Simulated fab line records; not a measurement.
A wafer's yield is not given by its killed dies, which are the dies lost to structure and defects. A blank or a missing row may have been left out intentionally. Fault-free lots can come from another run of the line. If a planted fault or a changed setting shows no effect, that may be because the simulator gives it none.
What tool caused it? | flow n5 finfet | 11 lots (33 wafers sampled), 1 step of a 1938-step route

== WHAT EACH GAUGE READ, for each wafer ==
N5_BEOL_M8_INSPECT_30: inspects for defects (brightfield).
lot  | measured     | on                | raw defect count
L075 | day 9 14:59  | defect inspect-02 | 368 498 311
L077 | day 10 01:35 | defect inspect-01 | 486 421 464
L079 | day 10 08:43 | defect inspect-01 | 438 368 375
L081 | day 11 00:31 | defect inspect-01 | 342 305 457
L084 | day 11 18:44 | defect inspect-02 | 571 339 347
L086 | day 12 01:48 | defect inspect-02 | 361 520 511
L087 | day 13 02:17 | defect inspect-02 | 369 375 453
L088 | day 13 12:19 | defect inspect-02 | 481 435 493
L089 | day 13 14:46 | defect inspect-01 | 373 540 425
L092 | day 14 04:17 | defect inspect-01 | 391 296 226
L096 | day 15 17:53 | defect inspect-02 | 437 391 386

== TOOL THAT RAN EACH LOT (tool first, then ch and the chambers of the sampled wafers, then the start) ==
No process step before these readings appears in the record.

== THE ANSWER, worked out from the rows above alone ==
Rule: usual is defined by the lots themselves. The widest of any qualifying gaps counts: lots, ordered by their means at a reading, are off when they make up no more than a third of the lots, leave a main group of 4 or more, and stand apart from it by 3 or more times the standard deviation of that group's means. Not used: any main group whose means are identical at the precision the tables above print for the reading. Also off: a lot with no number at a reading for which 4 or more lots have one. Where the step has rows for the other lots, those lots are counted as sound.
No lot is off on any of the readings shown, so nothing can be concluded from this.

== WHAT HAD BEEN PUT IN BY THE SIMULATOR ==
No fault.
